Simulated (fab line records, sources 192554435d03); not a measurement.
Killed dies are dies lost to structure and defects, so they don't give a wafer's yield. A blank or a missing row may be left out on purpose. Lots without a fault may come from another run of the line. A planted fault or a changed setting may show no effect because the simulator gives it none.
Which tool did it? | flow n5_finfet | 12 lots, 36 wafers sampled, at 1 step of a route of 1938

WHAT THE GAUGES READ, wafer by wafer
N5_FIN_CUT_CD_MEAS_08: target cd 29.1 nm.
lot  | measured    | on        | cd_nm (nm)
L075 | day 2 08:19 | cd_sem-02 | 28.85 28.87 28.75
L077 | day 2 21:01 | cd_sem-02 | 28.93 28.84 29.18
L079 | day 3 11:11 | cd_sem-02 | 29.20 29.04 29.33
L081 | day 3 21:40 | cd_sem-03 | 28.58 29.00 29.24
L083 | day 4 09:41 | cd_sem-01 | 29.11 29.07 29.00
L085 | day 4 23:48 | cd_sem-03 | 29.22 28.77 28.92
L087 | day 5 11:22 | cd_sem-01 | 29.47 28.88 29.14
L089 | day 5 21:11 | cd_sem-01 | 28.71 29.28 29.11
L091 | day 6 09:27 | cd_sem-03 | 29.05 28.92 29.01
L093 | day 6 22:18 | cd_sem-03 | 28.99 29.48 28.72
L095 | day 7 08:20 | cd_sem-01 | 29.07 28.83 28.70
L097 | day 7 21:09 | cd_sem-03 | 28.90 28.74 29.14

WHICH TOOL RAN EACH LOT (tool, then ch and the chambers of the sampled wafers, then the start)
The record holds no process step before these readings.

THE ANSWER, worked out from the rows above alone
Rule: what is usual is taken from the lots themselves. Put in order of their means at a reading, lots are off if they are a third of the lots or fewer, leave a main group of 4 or more, and stand apart from it by a gap of 3 or more times the standard deviation of the main group's means; of several such gaps the widest counts. A main group whose means are all the same, to the digits that the tables above print for the reading, isn't used. A lot without any number at a reading at which 4 lots or more have one is off too. The other lots that the step has rows for count as sound.
No lot is off at any reading shown: from this, nothing can be told.

WHAT THE SIMULATOR HAD PUT IN
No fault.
